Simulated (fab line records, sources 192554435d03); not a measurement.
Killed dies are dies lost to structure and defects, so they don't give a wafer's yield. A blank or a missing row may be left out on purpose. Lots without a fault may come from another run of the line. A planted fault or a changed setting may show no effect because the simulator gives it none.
Chamber matching | flow n5_finfet | N5_BEOL_M3_ALD_98 on ald_sin-04: 4 sister chambers
The step deposits SiO2, target thk 2.5 nm, pulse time 1 s, co reactant pulse time 1 s. 4 wafers are shown with their chamber, then 10 later ones without.

WAFERS WITH THEIR CHAMBER
wafer  | chamber | heater_power_w (W)
L083.5 | 1       | 80
L083.6 | 2       | 84
L088.1 | 0       | 74
L088.4 | 3       | 89

WAFERS WITHOUT THEIR CHAMBER
wafer  | heater_power_w (W)
L088.5 | 89
L089.1 | 89
L089.2 | 74
L089.6 | 79
L090.1 | 79
L090.3 | 88
L090.6 | 89
L097.3 | 89
L097.4 | 77
L097.5 | 89

WHICH CHAMBER EACH WENT THROUGH
wafer  | from the rows above     | in truth
L088.5 | 3                       | 3
L089.1 | 3                       | 3
L089.2 | 0                       | 0
L089.6 | 1                       | 1
L090.1 | 1                       | 1
L090.3 | 3                       | 3
L090.6 | 3                       | 3
L097.3 | 3                       | 3
L097.4 | can't be placed: 0 or 1 | 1
L097.5 | 3                       | 3
Placed correctly: 9 of 10. Can't be placed from these rows: 1 (the true chamber is among the candidates in 1). Placed wrongly: 0.
How it was worked out, from the rows above alone: a wafer's distance from a chamber is the root of the sum, over the readings, of the square of ((its reading less the chamber's mean) divided by the reading's scatter). The wafer belongs to the nearest chamber; if the next one is less than 2 further off, it can't be placed. A chamber's mean is the mean of its shown wafers. The scatter: with one shown wafer a chamber, the root of the mean of the squares of how far each hidden wafer lies from its nearest shown one.
